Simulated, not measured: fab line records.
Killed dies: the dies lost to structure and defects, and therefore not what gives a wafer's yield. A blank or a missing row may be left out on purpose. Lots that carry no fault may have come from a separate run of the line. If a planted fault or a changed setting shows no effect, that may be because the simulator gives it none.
fab line records	flow nand_harc
[record] lots = 11	wafers = 33	last_day = 33
route steps=1302 shown P_CONTACT@240 P_M0@260 END@1302
lots that met no fault: taken from a fault-free run of the same line
start_h: hours from the record's opening day to when the first of the lot's shown wafers began	wait_h: time in hours since the lot's previous step	" unchanged from the row above	L1.1+2: a single row standing in for several wafers	- no value present, or no start provided	* or withheld: withheld	< > ~ a bound
route shown NAME@n: names a module that has steps shown in the file, with the first one's number in the route	usual: mean and standard deviation over wafers with no fault	same: alike in all rows	chamber/n: place in a boat	sites: the reading at each site	_std_site: how widely they spread, as a standard deviation	_edge_site: outer sites' mean less inner sites'	radius_mm: for every site, how far away it sits from the centre of the wafer	mask NAME#n: copy n	behind: tool/chamber where the wafer was last shaped	hold: reason for holding the lot/hours on hold/outcome of the hold	device: whichever transistor did not switch (one of n, p or np)	end of line: tests run on the same wafers once the route is complete	a step given without rows: its recipe and nothing more	killed: not the wafer's yield, but the dies lost to structure and defects at the first sort	map: dies across one wafer; x = killed, . = not, _ = none there
set.NAME: the setting as run; set.NAME@STEP: as run at that earlier step	model.NAME: the simulator's own value behind a step, which no gauge read
the route's steps for a sample of lots (tables are steps, rows are wafers)
services: when a tool's chamber went out of use (start_h, in hours from the record's first day, below 0 if earlier), for how many hours, and the reason
[[steps]]
[step NHARC_P_CONTACT_ETCH_31]
[recipe] target_depth_a = 300	time_s = 85.7	ion_energy_ev = 120	over_etch_frac = 1	ch3f_flow_sccm = 50	o2_flow_sccm = 30	ar_flow_sccm = 200	rf_w = 500	bias_w = 100	chemistry = CH3F/O2
[usual] bias_w = 100.0/0.31	drypump_motor_current_A = 5.7/0.33	oes_product_au = 0.982/0.017	rf_vpp_V = 244.6/1.7	showerhead_plenum_p_Torr = 2.48/0.1	throttle_valve_pct = 20.664/0.0088
lot.wafer	tool	chamber	start_h	wait_h	bias_w	drypump_motor_current_A	oes_product_au	rf_hours_counter_h	rf_vpp_V	showerhead_plenum_p_Torr	throttle_valve_pct
L928.3	rie_diel-05	1	-	-	99.7	6.0	0.967	2.2	244.8	2.45	20.686
L928.5	"	3	"	"	99.7	6.0	0.989	-	245.4	2.64	20.658
L928.6	"	0	"	"	99.7	5.6	1.014	-	241.5	2.35	20.680
L929.1	rie_diel-05	1	-	-	99.9	6.0	0.955	2.8	244.4	2.45	20.662
L929.2	"	3	"	"	100.0	6.1	0.991	2.4	246.1	2.64	20.661
L929.5	"	0	"	"	99.8	5.6	1.003	-	243.0	2.35	20.656
L934.4	rie_diel-05	2	-	-	99.9	6.0	0.999	3.8	244.2	2.43	20.663
L934.6	"	1	"	"	100.2	6.0	0.968	-	244.9	2.45	20.674
L934.5	"	2	"	"	99.9	6.0	0.991	-	242.7	2.43	20.651
L938.3	rie_diel-03	2	-	-	100.4	5.1	0.958	4.8	243.1	2.39	20.665
L938.2	"	3	"	"	99.6	5.9	0.969	3.9	243.5	2.42	20.662
L938.6	"	2	"	"	100.3	5.1	0.972	-	242.7	2.39	20.641
L940.1	rie_diel-08	3	-	-	100.0	5.5	0.973	1.3	243.4	2.33	20.664
L940.2	"	2	"	"	100.3	5.3	0.989	1.0	246.9	2.62	20.668
L940.6	"	0	"	"	100.6	5.8	0.977	-	244.9	2.46	20.669
L941.1	rie_diel-05	0	-	-	100.1	5.6	0.999	0.8	242.7	2.34	20.667
L941.3	"	1	"	"	100.1	6.0	0.984	0.7	244.8	2.45	20.669
L941.4	"	2	"	"	100.3	6.0	1.006	0.6	243.8	2.43	20.644
L944.3	rie_diel-03	0	-	-	100.1	6.1	0.978	7.5	245.5	2.52	20.656
L944.5	"	0	"	"	100.1	6.2	0.985	-	245.5	2.52	20.689
L944.6	"	1	"	"	99.9	5.0	0.998	-	247.5	2.61	20.654
L945.4	rie_diel-08	1	-	-	100.2	5.7	0.955	2.4	244.2	2.53	20.663
L945.1	"	2	"	"	100.1	5.3	0.982	3.3	245.8	2.61	20.656
L945.6	"	1	"	"	100.5	5.7	0.978	-	243.7	2.53	20.657
L948.3	rie_diel-08	1	-	-	99.9	5.7	0.980	3.8	245.3	2.53	20.659
L948.1	"	3	"	"	100.7	5.5	0.997	4.4	242.9	2.33	20.665
L948.5	"	1	"	"	99.9	5.7	0.982	-	245.0	2.53	20.682
L950.4	rie_diel-08	2	-	-	100.2	5.3	0.990	4.7	246.3	2.61	20.675
L950.1	"	1	"	"	100.2	5.7	0.973	4.4	246.7	2.53	20.667
L950.5	"	2	"	"	100.1	5.2	0.989	-	245.7	2.61	20.662
L951.2	rie_diel-08	2	-	-	100.1	5.3	0.988	5.3	245.8	2.61	20.677
L951.3	"	3	"	"	99.9	5.5	0.998	5.6	243.5	2.33	20.665
L951.6	"	1	"	"	100.1	5.7	0.979	-	246.2	2.53	20.660
[step NHARC_P_CONTACT_ALD_22]
[recipe] target_thk_a = 30	pulse_time_s = 1	ald_cycles = 150	temp_c = 450	material = TiN
[usual] heater_power_w = 1083/110	precursor_pulse_height_rel = 0.998/0.019
lot.wafer	tool	chamber	start_h	wait_h	heater_power_w	precursor_pulse_height_rel
L928.3	ald_metal-02	0	118.18	-	1261	0.994
L928.5	"	3	"	"	967	1.009
L928.6	"	0	"	"	1305	0.992
L929.1	ald_metal-04	0	130.61	-	1021	0.957
L929.2	"	1	"	"	1011	1.007
L929.5	"	3	"	"	1041	0.992
L934.4	ald_metal-01	2	182.17	-	1129	1.016
L934.6	"	3	"	"	1095	0.963
L934.5	"	0	"	"	1037	0.996
L938.2	ald_metal-04	1	216.59	-	984	1.002
L938.3	"	2	"	"	1006	1.002
L938.6	"	1	"	"	1013	1.021
L940.1	ald_metal-02	1	238.27	-	1133	1.003
L940.2	"	2	"	"	995	1.049
L940.6	"	1	"	"	1163	0.993
L941.1	ald_metal-04	0	261.49	-	994	1.008
L941.3	"	1	"	"	1006	1.014
L941.4	"	2	"	"	996	1.007
L944.3	ald_metal-02	0	282.25	-	1295	1.012
L944.5	"	3	"	"	938	1.001
L944.6	"	0	"	"	1274	1.005
L945.4	ald_metal-04	1	290.22	-	1009	1.012
L945.1	"	0	"	"	1003	1.022
L945.6	"	1	"	"	983	1.036
L948.1	ald_metal-04	2	318.69	-	1020	1.003
L948.3	"	3	"	"	1007	0.979
L948.5	"	1	"	"	1055	1.014
L950.4	ald_metal-02	3	340.23	-	939	1.015
L950.1	"	1	"	"	1231	0.974
L950.5	"	0	"	"	1247	1.017
L951.3	ald_metal-02	1	351.78	-	1230	0.992
L951.2	"	2	"	"	1015	0.997
L951.6	"	0	"	"	1297	0.986
[step NHARC_P_M0_EXPOSE_06]
[recipe] na = 1.35	target_cd_nm = 90	dose_mj = 81.28	mask_id = P_M0
[usual] exposure_dose_mJ_cm2 = 81.28/0.15
[same] na = 1.35
lot.wafer	tool	chamber	start_h	wait_h	mask	exposure_dose_mJ_cm2
L928.3	arfi_scanner-01	0	120.18	-	P_M0#0	81.50
L928.5	"	0	"	"	P_M0#0	81.43
L928.6	"	0	"	"	P_M0#0	81.46
L929.1	arfi_scanner-02	0	132.61	-	P_M0#0	81.25
L929.2	"	0	"	"	P_M0#0	81.21
L929.5	"	0	"	"	P_M0#0	81.14
L934.4	arfi_scanner-03	0	184.00	-	P_M0#0	79.02
L934.5	"	0	"	"	P_M0#0	79.06
L934.6	"	0	"	"	P_M0#0	79.09
L938.2	arfi_scanner-03	0	218.59	-	P_M0#0	79.32
L938.3	"	0	"	"	P_M0#0	79.29
L938.6	"	0	"	"	P_M0#0	79.24
L940.1	arfi_scanner-01	0	240.40	-	P_M0#0	81.40
L940.2	"	0	"	"	P_M0#0	81.42
L940.6	"	0	"	"	P_M0#0	81.49
L941.1	arfi_scanner-02	0	263.50	-	P_M0#0	81.27
L941.3	"	0	"	"	P_M0#0	81.24
L941.4	"	0	"	"	P_M0#0	81.22
L944.3	arfi_scanner-01	0	284.25	-	P_M0#0	81.53
L944.5	"	0	"	"	P_M0#0	81.65
L944.6	"	0	"	"	P_M0#0	81.55
L945.1	arfi_scanner-02	0	292.23	-	P_M0#0	81.17
L945.4	"	0	"	"	P_M0#0	81.18
L945.6	"	0	"	"	P_M0#0	81.12
L948.1	arfi_scanner-01	0	320.67	-	P_M0#0	81.45
L948.3	"	0	"	"	P_M0#0	81.44
L948.5	"	0	"	"	P_M0#0	81.37
L950.1	arfi_scanner-01	0	342.24	-	P_M0#0	81.50
L950.4	"	0	"	"	P_M0#0	81.43
L950.5	"	0	"	"	P_M0#0	81.33
L951.2	arfi_scanner-02	0	353.79	-	P_M0#0	81.19
L951.3	"	0	"	"	P_M0#0	81.19
L951.6	"	0	"	"	P_M0#0	81.20
[step NHARC_P_M0_ETCH_15]
[recipe] target_depth_a = 1500	overetch_a = 150	time_s = 82.5	c4f8_flow_sccm = withheld	ar_flow_sccm = 400	rf_w = 600	bias_w = 300	chemistry = C4F8/Ar
[usual] bias_w = 299.9/0.88	oes_product_au = 0.960/0.02	rf_vpp_V = 439.0/2.3
lot.wafer	tool	chamber	start_h	wait_h	bias_w	oes_product_au	rf_hours_counter_h	rf_vpp_V
L928.3	rie_diel-02	2	-	-	299.0	0.949	18	439.0
L928.6	"	2	"	"	298.5	0.944	-	440.0
L928.5	"	3	"	"	297.9	0.959	-	437.8
L929.1	rie_diel-02	0	-	-	300.3	0.960	28	440.1
L929.2	"	1	"	"	298.6	0.989	27	443.1
L929.5	"	2	"	"	300.9	0.978	-	436.9
L934.4	rie_diel-13	1	-	-	301.6	0.961	3	437.6
L934.6	"	2	"	"	300.3	0.966	-	439.1
L934.5	"	3	"	"	299.2	0.967	-	439.2
L938.2	rie_diel-13	2	-	-	299.9	0.932	8	437.6
L938.3	"	0	"	"	301.3	0.962	7	437.6
L938.6	"	2	"	"	300.6	0.931	-	438.9
L940.2	rie_diel-02	1	-	-	298.9	0.980	4	442.6
L940.1	"	3	"	"	298.8	0.988	4	437.8
L940.6	"	0	"	"	300.9	0.954	-	441.2
L941.1	rie_diel-13	2	-	-	301.1	0.953	16	438.8
L941.3	"	3	"	"	299.5	0.968	17	437.7
L941.4	"	3	"	"	300.0	0.968	-	439.6
L944.3	rie_diel-02	0	-	-	299.6	0.962	23	443.8
L944.6	"	3	"	"	300.3	0.958	-	437.7
L944.5	"	0	"	"	300.4	0.957	-	440.1
L945.4	rie_diel-13	3	-	-	298.5	0.996	23	439.0
L945.1	"	2	"	"	300.8	0.957	22	439.1
L945.6	"	0	"	"	299.5	0.988	-	436.5
L948.1	rie_diel-13	0	-	-	300.5	0.923	21	437.6
L948.3	"	2	"	"	299.6	0.912	27	438.8
L948.5	"	0	"	"	301.1	0.928	-	435.7
L950.4	rie_diel-12	2	-	-	300.4	0.940	24	445.0
L950.1	"	3	"	"	301.2	0.958	21	441.1
L950.5	"	1	"	"	300.9	0.942	-	438.7
L951.3	rie_diel-13	0	-	-	299.0	0.971	2	436.3
L951.2	"	1	"	"	300.7	0.968	2	435.2
L951.6	"	3	"	"	299.2	0.963	-	437.9
[step NHARC_END_SORT_01]
[recipe] temp_c = 25
[usual] defect_limited_yield = 91.7/2.5	killed_at_array = 52/18	killed_at_other = 1.0/1.4	killed_at_periphery = 3.1/2.3	killed_dies = 56/17	killed_open = 3.0/1.7	killed_short = 2.5/1.7	sort_bin_2_pct = 3.0/1.1	sort_bin_3_pct = 0.6/0.36	sort_bin_4_pct = 4.8/1.4	sort_n_pass = 621/17	sort_rim_yield_pct = 91/4.6	sort_yield_pct = 91.7/2.5
[same] gross_dies = 677	sort_bin_5_pct[%] = 0	sort_bin_6_pct[%] = 0	sort_bin_7_pct[%] = 0	sort_bin_8_pct[%] = 0	sort_rim_n_gross = 106.00
lot.wafer	tool	chamber	start_h	wait_h	defect_limited_yield[%]	killed_at_array	killed_at_other	killed_at_periphery	killed_dies	killed_open	killed_short	sort_bin_2_pct[%]	sort_bin_3_pct[%]	sort_bin_4_pct[%]	sort_n_pass	sort_rim_yield_pct[%]	sort_yield_pct[%]
L928.3	prober-02	0	554.85	3.1	91.3	56	1	2	59	3	5	3.0	0.6	5.2	618	94	91.3
L928.5	prober-02	0	556.42	3.7	93.4	41	0	4	45	4	3	1.5	0.4	4.7	632	100	93.4
L928.6	prober-02	0	557.21	3.9	93.6	41	1	1	43	4	4	1.8	0.1	4.4	634	84	93.6
L929.1	prober-01	0	567.76	2.5	93.5	40	0	4	44	3	0	2.4	0.1	4.0	633	97	93.5
L929.2	prober-01	0	568.56	2.8	94.4	35	0	3	38	3	5	2.7	0	3.0	639	86	94.4
L929.5	prober-01	0	570.96	3.7	94.7	32	0	4	36	6	4	2.1	0.3	3.0	641	90	94.7
L934.4	prober-02	0	623.31	3.4	88.8	74	1	1	76	2	2	4.1	0.7	6.4	601	89	88.8
L934.5	prober-02	0	624.10	3.7	89.5	70	0	1	71	1	4	3.2	0.6	6.6	606	88	89.5
L934.6	prober-02	0	624.90	4.0	85.5	96	0	2	98	3	6	5.8	1.0	7.7	579	89	85.5
L938.2	prober-01	0	658.70	2.8	91.4	52	2	4	58	5	1	3.1	0.7	4.7	619	91	91.4
L938.3	prober-01	0	659.50	3.1	92.6	46	1	3	50	3	3	3.1	0	4.3	627	90	92.6
L938.6	prober-01	0	661.92	4.0	89.8	66	2	1	69	2	5	3.4	0.9	5.9	608	89	89.8
L940.1	prober-02	0	684.76	2.5	93.5	39	2	3	44	2	3	1.5	0.7	4.3	633	93	93.5
L940.2	prober-02	0	685.56	2.8	93.1	44	1	2	47	5	8	1.9	0.3	4.7	630	89	93.1
L940.6	prober-02	0	688.75	4.0	94.2	37	1	1	39	3	2	1.8	0.4	3.5	638	95	94.2
L941.1	prober-01	0	691.42	2.5	90.8	58	0	4	62	5	3	3.2	0.4	5.5	615	90	90.8
L941.3	prober-01	0	693.01	3.1	90.8	54	0	8	62	3	4	3.7	0.3	5.2	615	89	90.8
L941.4	prober-01	0	693.81	3.4	92.8	46	0	3	49	5	3	2.1	0.3	4.9	628	89	92.8
L945.1	prober-01	0	709.87	2.5	92.5	49	0	2	51	1	2	2.5	0.4	4.6	626	92	92.5
L945.4	prober-01	0	712.25	3.4	93.5	41	0	3	44	4	2	3.8	0.4	2.2	633	88	93.5
L945.6	prober-01	0	713.84	4.0	93.8	39	0	3	42	5	2	3.2	0.1	2.8	635	88	93.8
L944.3	prober-02	0	719.25	3.1	91.4	49	2	7	58	3	1	2.8	0.3	5.5	619	86	91.4
L944.5	prober-02	0	720.86	3.7	92.8	42	1	6	49	0	2	1.6	0.4	5.2	628	93	92.8
L944.6	prober-02	0	721.66	4.0	93.2	41	2	3	46	2	3	2.5	0.1	4.1	631	90	93.2
L948.1	prober-01	0	746.15	2.5	91.7	52	1	3	56	3	1	3.7	0.9	3.7	621	87	91.7
L948.3	prober-01	0	747.73	3.1	89.1	73	0	1	74	4	3	4.7	0.9	5.3	603	87	89.1
L948.5	prober-01	0	749.31	3.7	90.4	64	0	1	65	3	0	3.0	0.6	6.1	612	86	90.4
L950.1	prober-01	0	772.49	2.5	91.0	58	0	3	61	2	3	3.0	0.6	5.5	616	91	91.0
L950.4	prober-01	0	774.93	3.4	89.7	68	0	2	70	3	5	3.5	1.2	5.6	607	92	89.7
L950.5	prober-01	0	775.74	3.7	89.5	64	1	6	71	5	4	3.5	1.0	5.9	606	91	89.5
L951.2	prober-02	0	783.91	2.8	87.7	77	1	5	83	3	4	5.2	1.0	6.1	594	85	87.7
L951.3	prober-02	0	784.72	3.1	92.0	52	0	2	54	1	4	3.7	0.4	3.8	623	92	92.0
L951.6	prober-02	0	787.13	4.0	88.0	75	1	5	81	2	3	5.2	0.7	6.1	596	87	88.0
// killed by level:class
L928.3 A_CHANNEL_HOLE_D2:chamber_film_flake=36 A_CONTACT:chamber_film_flake=8 A_CHANNEL_HOLE_D1:chamber_film_flake=3 P_M0:geometric_particle:open=2 A_DECK1_JOINT:geometric_particle:short=1 A_CHANNEL_HOLE_D2:geometric_particle:open=1 A_CHANNEL_HOLE_D2:geometric_particle:short=1 A_CHANNEL_FILL_D2:geometric_particle:short=1
L928.5 A_CHANNEL_HOLE_D2:chamber_film_flake=30 P_GATE:chamber_film_flake=2 A_SGD_CUT:chamber_film_flake=2 P_CONTACT:geometric_particle:open=1 P_M0:geometric_particle:open=1 A_CHANNEL_FILL_D1:geometric_particle:short=1 A_DECK1_JOINT:geometric_particle:short=1 A_WL_FILL:geometric_particle:open=1
L928.6 A_CHANNEL_HOLE_D2:chamber_film_flake=22 A_CHANNEL_HOLE_D1:chamber_film_flake=4 A_CONTACT:chamber_film_flake=4 A_ZERO_WELL:chamber_film_flake=2 P_CONTACT:geometric_particle:open=1 A_ONON_D1:geometric_particle:short=1 A_CHANNEL_FILL_D1:geometric_particle:short=1 A_DECK1_JOINT:geometric_particle:short=1
L929.1 A_CHANNEL_HOLE_D2:chamber_film_flake=31 P_M2:chamber_film_flake=2 A_STAIRCASE:chamber_film_flake=2 A_CONTACT:chamber_film_flake=2 P_CONTACT:geometric_particle:open=1 A_ONON_D1:geometric_particle:open=1 A_CONTACT:geometric_particle:open=1 P_M1:chamber_film_flake=1
L929.2 A_CHANNEL_HOLE_D2:chamber_film_flake=20 A_CHANNEL_HOLE_D1:chamber_film_flake=3 A_SLIT:chamber_film_flake=2 A_STAIRCASE:chamber_film_flake=2 P_M0:geometric_particle:short=1 A_CHANNEL_HOLE_D1:geometric_particle:short=1 A_CHANNEL_FILL_D1:geometric_particle:open=1 A_DECK1_JOINT:geometric_particle:short=1
L929.5 A_CHANNEL_HOLE_D2:chamber_film_flake=18 A_CHANNEL_FILL_D1:geometric_particle:open=3 A_CHANNEL_FILL_D2:geometric_particle:open=3 P_M2:chamber_film_flake=3 A_CHANNEL_HOLE_D1:chamber_film_flake=2 A_ONON_D1:geometric_particle:short=1 A_DECK1_JOINT:geometric_particle:short=1 A_ONON_D2:geometric_particle:short=1
L934.4 A_CHANNEL_HOLE_D2:chamber_film_flake=34 A_SLIT:chamber_film_flake=25 A_CHANNEL_HOLE_D1:chamber_film_flake=4 A_SGD_CUT:chamber_film_flake=3 A_CONTACT:chamber_film_flake=2 A_CHANNEL_FILL_D1:geometric_particle:short=1 A_SGD_CUT:geometric_particle:open=1 A_SGD_CUT:geometric_particle:short=1
L934.5 A_SLIT:chamber_film_flake=29 A_CHANNEL_HOLE_D2:chamber_film_flake=19 A_CHANNEL_HOLE_D1:chamber_film_flake=6 A_SGD_CUT:chamber_film_flake=4 A_CHANNEL_FILL_D2:chamber_film_flake=3 A_STAIRCASE:chamber_film_flake=3 P_CONTACT:geometric_particle:short=1 A_ONON_D1:geometric_particle:short=1
L934.6 A_CHANNEL_HOLE_D2:chamber_film_flake=42 A_SLIT:chamber_film_flake=22 A_SGD_CUT:chamber_film_flake=8 A_CONTACT:chamber_film_flake=6 A_CHANNEL_HOLE_D1:chamber_film_flake=5 A_ONON_D2:geometric_particle:short=2 A_WL_FILL:chamber_film_flake=2 P_STI:geometric_particle:short=1
L938.2 A_SLIT:chamber_film_flake=26 A_CHANNEL_HOLE_D2:chamber_film_flake=11 A_STAIRCASE:chamber_film_flake=9 P_CONTACT:geometric_particle:open=2 THIN_TSV:chamber_film_flake=2 P_M0:geometric_particle:open=1 A_DECK1_JOINT:geometric_particle:open=1 A_CONTACT:geometric_particle:open=1
L938.3 A_SLIT:chamber_film_flake=25 A_CHANNEL_HOLE_D2:chamber_film_flake=10 A_CHANNEL_HOLE_D1:chamber_film_flake=3 A_CHANNEL_FILL_D1:chamber_film_flake=2 A_STAIRCASE:chamber_film_flake=2 P_M0:geometric_particle:short=1 P_M0:geometric_particle:open=1 A_SOURCE_PLATE:geometric_particle:short=1
L938.6 A_SLIT:chamber_film_flake=29 A_CHANNEL_HOLE_D2:chamber_film_flake=19 A_STAIRCASE:chamber_film_flake=6 A_M0:geometric_particle:open=2 A_CHANNEL_HOLE_D1:chamber_film_flake=2 A_CHANNEL_FILL_D1:chamber_film_flake=2 THIN_TSV:chamber_film_flake=2 P_M0:geometric_particle:short=1
L940.1 A_CHANNEL_HOLE_D2:chamber_film_flake=17 A_CONTACT:chamber_film_flake=5 A_CHANNEL_HOLE_D1:chamber_film_flake=4 A_SLIT:chamber_film_flake=3 A_CHANNEL_FILL_D2:chamber_film_flake=2 A_STAIRCASE:chamber_film_flake=2 A_WL_FILL:chamber_film_flake=2 THIN_TSV:chamber_film_flake=2
L940.2 A_CHANNEL_HOLE_D2:chamber_film_flake=10 A_WL_FILL:chamber_film_flake=8 A_CONTACT:chamber_film_flake=5 A_CHANNEL_FILL_D1:geometric_particle:short=3 A_CHANNEL_FILL_D2:geometric_particle:short=3 A_CHANNEL_HOLE_D1:chamber_film_flake=3 A_SLIT:chamber_film_flake=3 A_CHANNEL_FILL_D1:geometric_particle:open=2
L940.6 A_CHANNEL_HOLE_D2:chamber_film_flake=13 A_WL_FILL:chamber_film_flake=7 A_CONTACT:chamber_film_flake=4 A_ZERO_WELL:chamber_film_flake=2 A_CHANNEL_HOLE_D1:chamber_film_flake=2 A_STAIRCASE:chamber_film_flake=2 A_SLIT:chamber_film_flake=2 A_ONON_D1:geometric_particle:open=1
L941.1 A_SLIT:chamber_film_flake=33 A_CHANNEL_HOLE_D1:chamber_film_flake=10 A_M1:chamber_film_flake=3 A_STAIRCASE:chamber_film_flake=3 A_CHANNEL_FILL_D1:geometric_particle:short=2 P_CONTACT:geometric_particle:open=1 P_M1:geometric_particle:open=1 A_ONON_D1:geometric_particle:short=1
L941.3 A_SLIT:chamber_film_flake=33 A_CHANNEL_HOLE_D1:chamber_film_flake=6 A_M1:chamber_film_flake=4 A_CONTACT:chamber_film_flake=3 P_CONTACT:geometric_particle:short=2 P_ZERO_WELL:chamber_film_flake=2 P_GATE:chamber_film_flake=2 A_STAIRCASE:chamber_film_flake=2
L941.4 A_SLIT:chamber_film_flake=28 A_CHANNEL_HOLE_D1:chamber_film_flake=4 A_M1:chamber_film_flake=3 A_CHANNEL_FILL_D1:geometric_particle:open=2 P_ZERO_WELL:chamber_film_flake=2 A_ZERO_WELL:chamber_film_flake=2 P_CONTACT:geometric_particle:short=1 A_ONON_D2:geometric_particle:open=1
L945.1 A_CHANNEL_HOLE_D1:chamber_film_flake=31 A_CONTACT:chamber_film_flake=7 A_STAIRCASE:chamber_film_flake=5 A_SLIT:chamber_film_flake=3 P_CONTACT:geometric_particle:short=1 A_CHANNEL_FILL_D1:geometric_particle:short=1 A_M0:geometric_particle:open=1 P_GATE:chamber_film_flake=1
L945.4 A_CHANNEL_HOLE_D1:chamber_film_flake=20 A_STAIRCASE:chamber_film_flake=6 A_CONTACT:chamber_film_flake=6 A_SLIT:chamber_film_flake=3 P_STI:geometric_particle:open=1 P_CONTACT:geometric_particle:open=1 A_CHANNEL_FILL_D1:geometric_particle:open=1 A_CHANNEL_FILL_D1:geometric_particle:short=1
L945.6 A_CHANNEL_HOLE_D1:chamber_film_flake=15 A_CONTACT:chamber_film_flake=11 A_STAIRCASE:chamber_film_flake=6 A_CHANNEL_FILL_D1:geometric_particle:open=2 A_SLIT:chamber_film_flake=2 P_M0:geometric_particle:open=1 P_M2:geometric_particle:open=1 A_CHANNEL_FILL_D2:geometric_particle:short=1
L944.3 A_CHANNEL_HOLE_D2:chamber_film_flake=27 A_CHANNEL_HOLE_D1:chamber_film_flake=10 P_BONDPAD:chamber_film_flake=5 A_CONTACT:chamber_film_flake=3 A_M0:chamber_film_flake=3 P_CONTACT:geometric_particle:open=1 A_ONON_D2:geometric_particle:open=1 A_CONTACT:geometric_particle:short=1
L944.5 A_CHANNEL_HOLE_D2:chamber_film_flake=15 A_CHANNEL_HOLE_D1:chamber_film_flake=10 P_GATE:chamber_film_flake=5 A_SLIT:chamber_film_flake=5 A_M0:chamber_film_flake=4 A_CONTACT:chamber_film_flake=3 A_STAIRCASE:chamber_film_flake=2 A_ONON_D2:geometric_particle:short=1
L944.6 A_CHANNEL_HOLE_D2:chamber_film_flake=17 A_CHANNEL_HOLE_D1:chamber_film_flake=7 A_SLIT:chamber_film_flake=6 A_STAIRCASE:chamber_film_flake=4 A_ONON_D2:geometric_particle:short=2 A_ZERO_WELL:chamber_film_flake=2 THIN_TSV:chamber_film_flake=2 P_STI:geometric_particle:short=1
L948.1 A_SLIT:chamber_film_flake=16 A_CHANNEL_HOLE_D2:chamber_film_flake=16 A_CHANNEL_HOLE_D1:chamber_film_flake=7 A_STAIRCASE:chamber_film_flake=7 A_CONTACT:chamber_film_flake=3 P_CONTACT:geometric_particle:open=1 P_M0:geometric_particle:open=1 P_M0:geometric_particle:short=1
L948.3 A_SLIT:chamber_film_flake=29 A_CHANNEL_HOLE_D2:chamber_film_flake=20 A_CHANNEL_HOLE_D1:chamber_film_flake=8 A_STAIRCASE:chamber_film_flake=5 A_DECK1_JOINT:chamber_film_flake=2 A_CONTACT:chamber_film_flake=2 A_CHANNEL_FILL_D1:geometric_particle:open=1 A_ONON_D2:geometric_particle:short=1
L948.5 A_CHANNEL_HOLE_D2:chamber_film_flake=24 A_SLIT:chamber_film_flake=19 A_CHANNEL_HOLE_D1:chamber_film_flake=11 A_STAIRCASE:chamber_film_flake=6 P_M0:geometric_particle:open=1 A_SOURCE_PLATE:geometric_particle:open=1 A_SGD_CUT:geometric_particle:open=1 A_CHANNEL_FILL_D1:chamber_film_flake=1
L950.1 A_CHANNEL_HOLE_D1:chamber_film_flake=18 A_CHANNEL_HOLE_D2:chamber_film_flake=17 A_M1:chamber_film_flake=5 A_SLIT:chamber_film_flake=5 A_CONTACT:chamber_film_flake=4 A_WL_FILL:geometric_particle:short=2 A_BLC:geometric_particle:open=2 P_STI:chamber_film_flake=2
L950.4 A_CHANNEL_HOLE_D2:chamber_film_flake=26 A_CHANNEL_HOLE_D1:chamber_film_flake=14 A_CONTACT:chamber_film_flake=6 A_SLIT:chamber_film_flake=4 A_CHANNEL_FILL_D2:chamber_film_flake=4 A_STAIRCASE:chamber_film_flake=4 A_M1:chamber_film_flake=3 A_ONON_D2:geometric_particle:short=2
L950.5 A_CHANNEL_HOLE_D2:chamber_film_flake=24 A_CHANNEL_HOLE_D1:chamber_film_flake=12 A_SLIT:chamber_film_flake=9 A_CONTACT:chamber_film_flake=5 P_STI:chamber_film_flake=4 A_STAIRCASE:chamber_film_flake=3 A_M1:chamber_film_flake=3 A_ONON_D2:geometric_particle:short=2
L951.2 A_CHANNEL_HOLE_D2:chamber_film_flake=34 A_SLIT:chamber_film_flake=29 A_SGD_CUT:chamber_film_flake=4 A_CONTACT:chamber_film_flake=2 P_GATE:geometric_particle:open=1 P_M0:geometric_particle:short=1 P_M1:geometric_particle:open=1 A_ONON_D1:geometric_particle:short=1
L951.3 A_SLIT:chamber_film_flake=21 A_CHANNEL_HOLE_D2:chamber_film_flake=16 A_STAIRCASE:chamber_film_flake=3 A_CONTACT:chamber_film_flake=3 A_DECK1_JOINT:chamber_film_flake=2 A_SGD_CUT:chamber_film_flake=2 P_M0:geometric_particle:short=1 A_SOURCE_PLATE:geometric_particle:short=1
L951.6 A_CHANNEL_HOLE_D2:chamber_film_flake=30 A_SLIT:chamber_film_flake=26 A_SGD_CUT:chamber_film_flake=7 P_M0:chamber_film_flake=3 A_CONTACT:chamber_film_flake=3 A_CHANNEL_FILL_D2:chamber_film_flake=2 P_M0:geometric_particle:open=1 A_ONON_D1:geometric_particle:short=1
[[services]]
tool	chamber	start_h	hours	kind
rie_diel-08	-	94.70	0.3	repair
rie_diel-08	1	101.44	12.5	repair
ald_metal-02	0	101.47	7.2	repair
ald_metal-04	1	106.69	5.1	repair
ald_metal-04	-	117.54	1.0	repair
ald_metal-04	-	118.57	10.0	pm
rie_diel-08	0	120.31	3.4	repair
arfi_scanner-01	-	128.61	0.4	repair
rie_diel-13	3	132.21	16.0	repair
ald_metal-02	-	155.10	1.1	repair
rie_diel-13	-	165.00	9.0	pm
arfi_scanner-01	-	166.63	6.8	repair
rie_diel-08	3	190.51	7.5	repair
ald_metal-04	-	190.77	0.7	repair
rie_diel-08	-	190.80	9.0	pm
rie_diel-13	2	222.53	4.4	repair
rie_diel-13	0	231.29	34.5	repair
rie_diel-08	1	240.20	20.7	repair
rie_diel-08	3	241.24	7.3	repair
arfi_scanner-01	-	252.00	4.0	pm
ald_metal-02	-	254.00	10.0	pm
rie_diel-08	2	292.48	4.4	repair
ald_metal-04	-	296.57	10.0	pm
rie_diel-13	-	342.01	9.0	pm
[[key]]
[first_sign] step = NHARC_P_M0_EXPOSE_06	reading = exposure_dose_mJ_cm2	direction = down	sigmas = 14	usual = 81.28	struck = 79.17
effect none on later readings
met_at NHARC_P_M0_EXPOSE_06
struck_lots L934,L938
[loop_trim] step = NHARC_P_M0_EXPOSE_06	setting = dose	lots = L938
not_acting_at NHARC_P_CONTACT_ETCH_31,NHARC_P_CONTACT_ALD_22,NHARC_P_M0_ETCH_15
[fault] kind = process_parameter_drift	tool = arfi_scanner-03	chamber = -	onset_h = 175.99	steps = NHARC_P_M0_EXPOSE_06	channel = dose_mj	offset = -2.2213	shape = step	acts_in = these_recipes_only	stated = 81.28
// loop_trim: a control loop set the setting to another value than it would have without faults
